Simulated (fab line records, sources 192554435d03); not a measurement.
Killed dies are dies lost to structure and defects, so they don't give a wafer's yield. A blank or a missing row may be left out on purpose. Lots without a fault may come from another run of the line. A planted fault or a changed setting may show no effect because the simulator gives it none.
Chamber matching | flow n5_finfet | N5_BEOL_M0_SAQP_MANDREL2_REMOVE_110 on rie_si-06: 4 sister chambers
The step chemistry HBr/Cl2/O2, target a-Si, stops on SiCN, bt time 10 s. 8 wafers are shown with their chamber, then 9 later ones without.

WAFERS WITH THEIR CHAMBER
wafer  | chamber | oes_product_au (a.u.) | HBr_flow_sccm (sccm)
L078.1 | 1       | 0.999                 | 149.8
L080.1 | 1       | 1.001                 | 150.0
L085.4 | 0       | 0.984                 | 149.2
L086.2 | 3       | 0.962                 | 149.9
L086.5 | 2       | 0.995                 | 149.4
L088.2 | 0       | 0.991                 | 150.6
L088.3 | 3       | 0.967                 | 150.3
L088.5 | 2       | 0.999                 | 150.6

WAFERS WITHOUT THEIR CHAMBER
wafer  | oes_product_au (a.u.) | HBr_flow_sccm (sccm)
L089.1 | 0.993                 | 150.1
L089.2 | 0.965                 | 150.0
L089.4 | 1.002                 | 150.2
L092.2 | 0.986                 | 150.2
L092.4 | 0.989                 | 150.7
L092.6 | 0.989                 | 150.1
L097.1 | 0.989                 | 149.8
L097.2 | 0.962                 | 149.9
L097.6 | 1.000                 | 150.1

WHICH CHAMBER EACH WENT THROUGH
wafer  | from the rows above          | in truth
L089.1 | can't be placed: 2 or 0 or 1 | 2
L089.2 | 3                            | 3
L089.4 | can't be placed: 1 or 2      | 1
L092.2 | 0                            | 0
L092.4 | can't be placed: 0 or 2      | 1
L092.6 | can't be placed: 0 or 2      | 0
L097.1 | can't be placed: 0 or 2      | 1
L097.2 | 3                            | 3
L097.6 | can't be placed: 1 or 2      | 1
Placed correctly: 3 of 9. Can't be placed from these rows: 6 (the true chamber is among the candidates in 4). Placed wrongly: 0.
How it was worked out, from the rows above alone: a wafer's distance from a chamber is the root of the sum, over the readings, of the square of ((its reading less the chamber's mean) divided by the reading's scatter). The wafer belongs to the nearest chamber; if the next one is less than 2 further off, it can't be placed. A chamber's mean is the mean of its shown wafers. The scatter: the root of (the sum of the squares of (reading less its chamber's mean) over the shown wafers, divided by (wafers less chambers)).
